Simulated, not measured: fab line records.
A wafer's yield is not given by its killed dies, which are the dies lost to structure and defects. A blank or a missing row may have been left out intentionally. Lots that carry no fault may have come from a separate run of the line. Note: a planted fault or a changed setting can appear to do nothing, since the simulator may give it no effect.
fab line records ; flow n5Finfet
record: lots: 10; wafers: 28; lastDay: 17
route steps=1938 shown WELL_APT@30 BEOL_M4@1111 PASSIVATION@1936
lots that met no fault: taken from a fault-free run of the same line
startH: start of the lot's first displayed wafer, in hours after the record's first day ; waitH: how many hours have passed since the lot's step before this one ; " the same as in the row above ; L1.1+2: several wafers, shown together as one row ; - value missing, or start not given ; * or withheld: withheld ; < > ~ a bound
route shown NAME@n: NAME is a module with steps in the file, n the number in the route of the first one ; usual: mean/standard deviation taken from wafers without a fault ; same: alike in all rows ; chamber/n: place in a boat ; sites: readings site by site ; _std_site: standard deviation of those values ; _edge_site: mean of outer sites minus mean of inner sites ; radiusMm: how far each site lies from the wafer's centre ; mask NAME#n: copy n ; behind: tool/chamber where the wafer was last shaped ; hold: the reason the lot was held/the length of the hold in hours/how it ended ; device: the n, p or np transistor that did not switch ; end of line: the route-end tests of the same wafers ; where a step has no rows: the recipe by itself ; killed: at the first sort, the dies lost to defects and structure; wafer yield is something else ; map: dies across one wafer; x = killed, . = not, _ = none there
set.NAME: the run value of the setting; set.NAME@STEP: its run value at that earlier step ; model.NAME: the simulator's own value behind a step, which no gauge read
one table for each step of the route and one row for each wafer, over a sample of lots
services: a tool's chamber out of use, with start hour (startH, from the record's first day; less than 0 if before it), hours out, and reason
== steps ==
step: N5_WELL_APT_INSPECT_10
recipe: mode: adi; inspectInstrument: macro
usual: rawDefectCount: 2.1/1.4
lot.wafer;tool;chamber;startH;waitH;rawDefectCount
L363.3;defectInspect-01;-;25.74;0.0;2
L363.4;defectInspect-01;-;25.74;0.0;1
L363.5;defectInspect-01;-;25.74;0.0;1
L366.4;defectInspect-01;-;43.74;0.0;3
L366.6;defectInspect-01;-;43.74;0.0;4
L367.2;defectInspect-02;-;49.91;0.0;2
L367.4;defectInspect-02;-;49.91;0.0;4
L371.1;defectInspect-02;-;73.87;0.0;2
L371.3;defectInspect-02;-;73.87;0.0;4
L371.4;defectInspect-02;-;73.87;0.0;1
L373.2;defectInspect-02;-;85.77;0.0;2
L373.3;defectInspect-02;-;85.77;0.0;1
L373.6;defectInspect-02;-;85.77;0.0;0
L374.2;defectInspect-01;-;91.73;0.0;0
L374.4;defectInspect-01;-;91.73;0.0;1
L374.6;defectInspect-01;-;91.73;0.0;1
L375.2;defectInspect-02;-;97.86;0.0;0
L375.4;defectInspect-02;-;97.86;0.0;4
L375.6;defectInspect-02;-;97.86;0.0;2
L376.1;defectInspect-02;-;104.08;0.0;3
L376.4;defectInspect-02;-;104.08;0.0;0
L376.6;defectInspect-02;-;104.08;0.0;4
L383.2;defectInspect-02;-;145.63;0.0;0
L383.4;defectInspect-02;-;145.63;0.0;1
L383.5;defectInspect-02;-;145.63;0.0;1
L384.2;defectInspect-01;-;151.61;0.0;1
L384.5;defectInspect-01;-;151.61;0.0;0
L384.6;defectInspect-01;-;151.61;0.0;2
step: N5_WELL_APT_IMPLANT_15
recipe: species: As; energyKev: 25; doseCm2: 1.5e+13; tiltDeg: 0; rotationDeg: 0
usual: beamEnergyKeV: 25.000/0.0081
lot.wafer;tool;chamber;startH;waitH;beamEnergyKeV
L363.3;implanter-02;0;26.11;0.1;25.002
L363.4;implanter-02;0;26.11;0.1;25.000
L363.5;implanter-02;0;26.11;0.1;24.992
L366.4;implanter-02;0;44.25;0.1;25.010
L366.6;implanter-02;0;44.25;0.1;25.011
L367.2;implanter-01;0;50.26;0.1;24.986
L367.4;implanter-01;0;50.26;0.1;24.996
L371.1;implanter-02;0;74.54;0.1;25.011
L371.3;implanter-02;0;74.54;0.1;24.996
L371.4;implanter-02;0;74.54;0.1;24.997
L373.2;implanter-02;0;86.33;0.3;24.990
L373.3;implanter-02;0;86.33;0.3;24.995
L373.6;implanter-02;0;86.33;0.3;25.012
L374.2;implanter-02;0;92.08;0.1;37.884
L374.4;implanter-02;0;92.08;0.1;37.888
L374.6;implanter-02;0;92.08;0.1;37.890
L375.2;implanter-02;0;98.20;0.1;37.885
L375.4;implanter-02;0;98.20;0.1;37.884
L375.6;implanter-02;0;98.20;0.1;37.890
L376.1;implanter-01;0;104.39;0.1;25.005
L376.4;implanter-01;0;104.39;0.1;25.005
L376.6;implanter-01;0;104.39;0.1;25.007
L383.2;implanter-01;0;145.97;0.1;25.000
L383.4;implanter-01;0;145.97;0.1;24.999
L383.5;implanter-01;0;145.97;0.1;25.014
L384.2;implanter-01;0;151.95;0.1;24.986
L384.5;implanter-01;0;151.95;0.1;24.996
L384.6;implanter-01;0;151.95;0.1;24.988
step: N5_WELL_APT_OVL_MEAS_26
recipe: pointsPerWafer: 44
usual: PWELL_OVL: 0/5.2
same: pointsPerWafer: 44
lot.wafer;tool;chamber;startH;waitH;PWELL_OVL[nm]
L363.3;overlay-02;0;26.96;0.0;0
L363.4;overlay-02;0;26.96;0.0;7
L363.5;overlay-02;0;26.96;0.0;8
L366.4;overlay-01;0;45.07;0.0;6
L366.6;overlay-01;0;45.07;0.0;-1
L367.2;overlay-01;0;51.01;0.0;-5
L367.4;overlay-01;0;51.01;0.0;-6
L371.1;overlay-02;0;75.45;0.0;7
L371.3;overlay-02;0;75.45;0.0;13
L371.4;overlay-02;0;75.45;0.0;11
L373.2;overlay-01;0;87.35;0.0;-5
L373.3;overlay-01;0;87.35;0.0;5
L373.6;overlay-01;0;87.35;0.0;-2
L374.2;overlay-01;0;92.83;0.0;1
L374.4;overlay-01;0;92.83;0.0;-10
L374.6;overlay-01;0;92.83;0.0;-4
L375.2;overlay-02;0;99.08;0.0;-7
L375.4;overlay-02;0;99.08;0.0;-7
L375.6;overlay-02;0;99.08;0.0;-7
L376.1;overlay-01;0;105.17;0.0;3
L376.4;overlay-01;0;105.17;0.0;5
L376.6;overlay-01;0;105.17;0.0;-1
L383.2;overlay-01;0;146.72;0.0;1
L383.4;overlay-01;0;146.72;0.0;9
L383.5;overlay-01;0;146.72;0.0;-2
L384.2;overlay-02;0;152.73;0.0;5
L384.5;overlay-02;0;152.73;0.0;-2
L384.6;overlay-02;0;152.73;0.0;-4
step: N5_WELL_APT_DESCUM_30
recipe: chemistry: O2; timeS: 7.9; sourcePowerW: 50; biasPowerW: 20; pressureMtorr: 20; rfFrequencyHz: 2.712e+07; tempC: 40; o2FlowSccm: 225
usual: drypumpMotorCurrentA: 6.0/0.4; oesProductAu: 0.75/0.077; rfVppV: 243.4/1.3; showerheadPlenumPTorr: 2.11/0.062; throttleValvePct: 20.51/0.19
lot.wafer;tool;chamber;startH;waitH;drypumpMotorCurrentA;oesProductAu;rfHoursCounterH;rfVppV;showerheadPlenumPTorr;throttleValvePct
L363.3;rieDiel-06;3;27.01;0.0;5.5;0.76;131;242.8;2.09;20.40
L363.4;rieDiel-06;2;27.01;0.0;5.9;0.73;187;244.2;2.10;20.64
L363.5;rieDiel-06;1;27.01;0.0;6.6;0.69;-;245.0;2.15;20.33
L366.4;rieDiel-03;1;45.22;0.1;5.5;0.75;136;244.5;2.20;20.32
L366.6;rieDiel-03;2;45.22;0.1;5.8;0.71;-;244.5;2.17;20.92
L367.2;rieDiel-06;3;51.07;0.0;5.5;0.75;141;243.4;2.09;20.42
L367.4;rieDiel-06;1;51.07;0.0;6.6;0.69;-;243.9;2.14;20.34
L371.1;rieDiel-03;3;75.51;0.0;5.9;0.77;148;242.0;2.08;20.53
L371.3;rieDiel-03;1;75.51;0.0;5.5;0.74;145;244.9;2.20;20.34
L371.4;rieDiel-03;0;75.51;0.0;6.5;0.67;248;243.9;2.14;20.86
L373.2;rieDiel-06;3;87.53;0.1;5.5;0.74;154;242.8;2.08;20.44
L373.3;rieDiel-06;1;87.53;0.1;6.5;0.68;231;243.6;2.14;20.34
L373.6;rieDiel-06;1;87.53;0.1;6.5;0.68;-;244.2;2.14;20.34
L374.2;rieDiel-06;3;92.89;0.0;5.5;0.75;158;240.2;2.08;20.46
L374.4;rieDiel-06;2;92.89;0.0;5.9;0.71;-;242.6;2.09;20.70
L374.6;rieDiel-06;3;92.89;0.0;5.5;0.75;-;244.5;2.08;20.44
L375.2;rieDiel-06;3;99.14;0.0;5.6;0.75;161;242.7;2.08;20.47
L375.4;rieDiel-06;2;99.14;0.0;5.9;0.72;-;243.3;2.09;20.69
L375.6;rieDiel-06;3;99.14;0.0;5.6;0.75;-;242.6;2.08;20.47
L376.1;rieDiel-06;2;105.23;0.0;5.9;0.71;216;242.4;2.09;20.68
L376.4;rieDiel-06;0;105.23;0.0;6.0;0.96;-;245.0;2.24;20.52
L376.6;rieDiel-06;2;105.23;0.0;5.9;0.71;-;242.1;2.09;20.70
L383.2;rieDiel-03;3;146.79;0.0;5.9;0.74;179;244.5;2.07;20.59
L383.4;rieDiel-03;0;146.79;0.0;6.5;0.93;-;243.6;2.13;20.61
L383.5;rieDiel-03;1;146.79;0.0;5.6;0.72;-;243.6;2.19;20.38
L384.2;rieDiel-06;2;153.01;0.3;5.9;0.71;235;243.4;2.09;20.72
L384.5;rieDiel-06;2;153.01;0.3;5.9;0.70;-;241.9;2.08;20.73
L384.6;rieDiel-06;0;153.01;0.3;6.1;0.90;-;247.0;2.24;20.54
step: N5_BEOL_M4_RC_MEAS_101
usual: DIBL_N: 37.5/1.9; DIBL_P: 37.3/2.4; IOFF_N: 0.18/0.038; IOFF_P: 0.23/0.045; ION_N: 677/11; ION_P: 464/8.1; SS_N: 72.0/0.68; SS_P: 73.5/0.77; VT_N: 249/3.3; VT_P: -249/3.6
lot.wafer;tool;chamber;startH;waitH;DIBL_N[mV/V];DIBL_P[mV/V];IOFF_N[nA/um];IOFF_P[nA/um];ION_N[uA/um];ION_P[uA/um];SS_N[mV/dec];SS_P[mV/dec];VT_N[mV];VT_P[mV]
L363.3;prober-01;0;183.34;0.3;34.8;37.3;0.18;0.20;683;465;72.7;72.9;249;-252
L363.4;prober-01;0;183.34;0.3;39.1;44.5;0.26;0.34;693;472;73.3;74.0;244;-242
L363.5;prober-01;0;183.34;0.3;35.7;37.7;0.18;0.20;677;460;72.2;72.6;251;-251
L367.2;prober-01;0;193.01;0.2;39.0;39.5;0.21;0.20;683;456;72.3;73.6;246;-256
L367.4;prober-01;0;193.01;0.2;34.3;33.8;0.13;0.14;658;449;70.8;71.8;251;-256
L366.4;prober-01;0;196.21;0.5;38.2;37.2;0.18;0.25;685;471;71.5;73.8;247;-247
L366.6;prober-01;0;196.21;0.5;36.4;35.1;0.15;0.22;673;469;71.0;72.5;248;-250
L371.1;prober-02;0;227.76;0.0;39.9;39.6;0.23;0.26;690;463;71.9;73.6;244;-249
L371.3;prober-02;0;227.76;0.0;33.9;31.8;0.12;0.14;650;444;71.0;72.2;253;-255
L371.4;prober-02;0;227.76;0.0;38.0;38.8;0.18;0.26;682;470;71.5;73.3;247;-245
L373.2;prober-02;0;243.34;0.2;41.0;43.1;0.25;0.32;676;464;73.2;75.0;247;-244
L373.3;prober-02;0;243.34;0.2;37.7;37.0;0.18;0.21;684;460;72.2;73.8;250;-250
L373.6;prober-02;0;243.34;0.2;39.6;40.5;0.24;0.28;684;470;73.1;74.4;241;-247
L374.2;prober-02;0;245.76;0.2;34.8;35.1;0.13;0.19;673;460;70.5;72.2;254;-250
L374.4;prober-02;0;245.76;0.2;37.4;37.8;0.16;0.22;659;457;71.8;73.4;250;-252
L374.6;prober-02;0;245.76;0.2;38.5;39.9;0.19;0.26;685;472;71.4;73.8;248;-247
L376.1;prober-01;0;267.16;0.0;36.8;35.2;0.17;0.23;682;467;71.5;72.5;251;-245
L376.4;prober-01;0;267.16;0.0;37.4;34.8;0.18;0.24;676;470;72.2;73.2;251;-246
L376.6;prober-01;0;267.16;0.0;34.9;33.6;0.14;0.19;663;454;71.0;72.4;251;-250
L375.2;prober-02;0;269.07;0.2;36.3;37.1;0.16;0.21;666;461;71.8;73.7;252;-253
L375.4;prober-02;0;269.07;0.2;38.0;39.6;0.21;0.24;692;466;72.0;74.0;244;-250
L375.6;prober-02;0;269.07;0.2;35.7;37.1;0.16;0.21;672;461;71.4;73.2;249;-249
L383.2;prober-02;0;300.38;0.2;38.9;38.9;0.22;0.25;682;458;72.6;73.9;248;-249
L383.4;prober-02;0;300.38;0.2;36.0;36.7;0.15;0.21;675;466;71.9;72.7;249;-248
L383.5;prober-02;0;300.38;0.2;34.5;36.0;0.13;0.20;664;462;71.6;73.4;253;-250
L384.2;prober-02;0;307.99;0.2;41.6;42.9;0.28;0.37;705;480;72.5;75.0;243;-242
L384.5;prober-02;0;307.99;0.2;37.2;36.3;0.17;0.24;670;462;71.4;73.9;249;-245
L384.6;prober-02;0;307.99;0.2;38.0;37.6;0.17;0.23;670;462;72.1;73.2;251;-251
step: N5_PASSIVATION_PROBE_49
usual: defectLimitedYield: 91.2/1.5; killed_at_M0_to_M3: 31/10; killed_at_M4_up: 15/5.9; killedAtContacts: 13/6; killedAtFrontEnd: 41/11; killedAtOther: 4/3.1; killedDies: 104/18; killedOpen: 68/13; killedShort: 33/8.1; sort_bin_4_leakage: 0.00/0.03; sort_bin_5_function: 5.1/1.1; sort_bin_6_memory: 3.2/0.69; sort_bin_8_speed: 0.01/0.045; sortNPass: 1076/18; sortYieldPct: 91.2/1.5
same: grossDies: 1180; killedAtBackSide: 0
lot.wafer;tool;chamber;startH;waitH;defectLimitedYield[%];killed_at_M0_to_M3;killed_at_M4_up;killedAtContacts;killedAtFrontEnd;killedAtOther;killedDies;killedOpen;killedShort;sort_bin_4_leakage[%];sort_bin_5_function[%];sort_bin_6_memory[%];sort_bin_8_speed[%];sortNPass;sortYieldPct[%]
L363.3;prober-02;-;279.75;0.1;92.0;27;15;23;28;1;94;64;29;0;5.2;2.6;0;1086;92.0
L363.4;prober-02;-;279.80;0.2;92.7;29;12;15;23;7;86;57;28;0;4.7;2.4;0;1094;92.7
L363.5;prober-02;-;279.85;0.2;89.5;38;21;25;35;5;124;95;26;0;6.4;4.0;0;1056;89.5
L367.2;prober-01;-;291.12;0.1;91.7;30;11;9;45;3;98;65;30;0;5.4;2.7;0;1082;91.7
L367.4;prober-01;-;291.22;0.2;91.3;42;18;13;29;1;103;76;24;0;4.9;3.6;0;1077;91.3
L371.1;prober-01;-;342.66;0.9;91.7;41;14;11;30;2;98;60;37;0;5.1;2.8;0;1082;91.7
L371.3;prober-01;-;342.76;1.0;90.5;49;13;10;38;2;112;74;37;0;5.8;3.2;0.25;1065;90.3
L371.4;prober-01;-;342.81;1.0;90.0;46;10;3;58;1;118;76;41;0;5.8;3.7;0;1062;90.0
killed by level:class
L363.3 MOL_CONTACT_COAG:geometricParticle:open=18 DUMMY_GATE:geometricParticle:open=8 BEOL_M4:geometricParticle:open=7 BEOL_M0_SAQP:geometricParticle:short=6 BEOL_M1:geometricParticle:open=6 MOL_CONTACT_COAG:geometricParticle:short=5 BEOL_M4:geometricParticle:short=5 GATE_CUT:geometricParticle:short=4
L363.4 MOL_CONTACT_COAG:geometricParticle:open=13 BEOL_M2:geometricParticle:open=12 BEOL_M0_SAQP:geometricParticle:short=7 FIN_SAQP:geometricParticle:open=5 STI_FIN_REVEAL:geometricParticle:open=5 PAD_METAL:geometricParticle:short=4 FIN_SAQP:geometricParticle:short=3 BEOL_M0_SAQP:geometricParticle:open=3
L363.5 MOL_CONTACT_COAG:geometricParticle:open=22 BEOL_M4:geometricParticle:open=12 STI_FIN_REVEAL:geometricParticle:open=10 BEOL_M1:geometricParticle:open=9 BEOL_M2:geometricParticle:open=9 BEOL_M0_SAQP:geometricParticle:short=7 DUMMY_GATE:geometricParticle:open=6 BEOL_M0_SAQP:geometricParticle:open=6
L367.2 STI_FIN_REVEAL:geometricParticle:open=14 BEOL_M1:geometricParticle:open=8 BEOL_M0_SAQP:geometricParticle:short=7 BEOL_M4:geometricParticle:open=6 MOL_CONTACT_COAG:geometricParticle:open=6 FIN_SAQP:geometricParticle:open=5 GATE_CUT:geometricParticle:short=5 BEOL_M0_SAQP:geometricParticle:open=5
L367.4 MOL_CONTACT_COAG:geometricParticle:open=12 BEOL_M3:geometricParticle:open=11 BEOL_M4:geometricParticle:open=10 STI_FIN_REVEAL:geometricParticle:open=7 BEOL_M0_SAQP:geometricParticle:open=7 FIN_SAQP:geometricParticle:open=6 BEOL_M0_SAQP:geometricParticle:short=6 BEOL_M1:geometricParticle:open=6
L371.1 BEOL_M2:geometricParticle:open=11 BEOL_M0_SAQP:geometricParticle:short=10 FIN_SAQP:geometricParticle:open=9 MOL_CONTACT_COAG:geometricParticle:open=9 BEOL_M0_SAQP:geometricParticle:open=8 STARTING-WAFER:geometricParticle:short=7 BEOL_M0:geometricParticle:open=6 BEOL_M4:geometricParticle:open=6
L371.3 BEOL_M2:geometricParticle:open=15 FIN_SAQP:geometricParticle:open=12 BEOL_M0_SAQP:geometricParticle:open=12 FIN_SAQP:geometricParticle:short=8 BEOL_M2:geometricParticle:short=7 MOL_CONTACT_COAG:geometricParticle:open=6 BEOL_M0_SAQP:geometricParticle:short=6 MOL_CONTACT_COAG:geometricParticle:short=4
L371.4 FIN_SAQP:geometricParticle:open=21 BEOL_M2:geometricParticle:open=19 BEOL_M0_SAQP:geometricParticle:short=10 FIN_SAQP:geometricParticle:short=8 STI_FIN_REVEAL:geometricParticle:open=4 DUMMY_GATE:geometricParticle:open=4 GATE_CUT:geometricParticle:short=4 BEOL_M1:geometricParticle:open=4
== services ==
tool;chamber;startH;hours;kind
rieDiel-06;1;9.44;4.3;repair
rieDiel-06;0;35.88;2.0;repair
rieDiel-06;2;47.65;6.2;repair
implanter-01;-;74.28;1.3;repair
rieDiel-06;0;77.14;-;clean
rieDiel-06;0;77.14;-;consumableReplace:esc
rieDiel-06;0;77.14;-;consumableReplace:focusRing
rieDiel-06;0;77.14;-;consumableReplace:showerhead
rieDiel-06;0;77.14;23.0;scheduledDown
rieDiel-06;0;77.14;23.0;ventCycle
rieDiel-03;0;82.49;-;clean
rieDiel-03;0;82.49;-;consumableReplace:focusRing
rieDiel-03;0;82.49;15.7;scheduledDown
rieDiel-03;0;82.49;15.7;ventCycle
rieDiel-06;1;100.93;9.5;repair
rieDiel-03;2;117.19;15.1;repair
implanter-01;-;119.18;1.4;repair
rieDiel-03;2;132.32;-;clean
rieDiel-03;2;132.32;-;consumableReplace:focusRing
rieDiel-03;2;132.32;17.9;scheduledDown
rieDiel-06;1;145.99;-;clean
rieDiel-06;1;145.99;-;consumableReplace:focusRing
rieDiel-06;1;145.99;13.5;scheduledDown
rieDiel-06;1;145.99;13.5;ventCycle
== key ==
firstSign: step: N5_WELL_APT_IMPLANT_15; reading: beamEnergyKeV; direction: up; sigmas: 99+; usual: 25.000; struck: 37.887
effect none on later readings
metAt N5_WELL_APT_IMPLANT_15
struckLots L374,L375
notActingAt N5_WELL_APT_INSPECT_10,N5_WELL_APT_OVL_MEAS_26,N5_WELL_APT_DESCUM_30
onsetBetween 86.33 92.08
fault: kind: processParameterDrift; tool: implanter-02; chamber: -; onsetH: 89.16; steps: N5_WELL_APT_IMPLANT_15; channel: energyKev; offset: 12.893; shape: step; endH: 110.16; actsIn: theseRecipesOnly; stated: 25
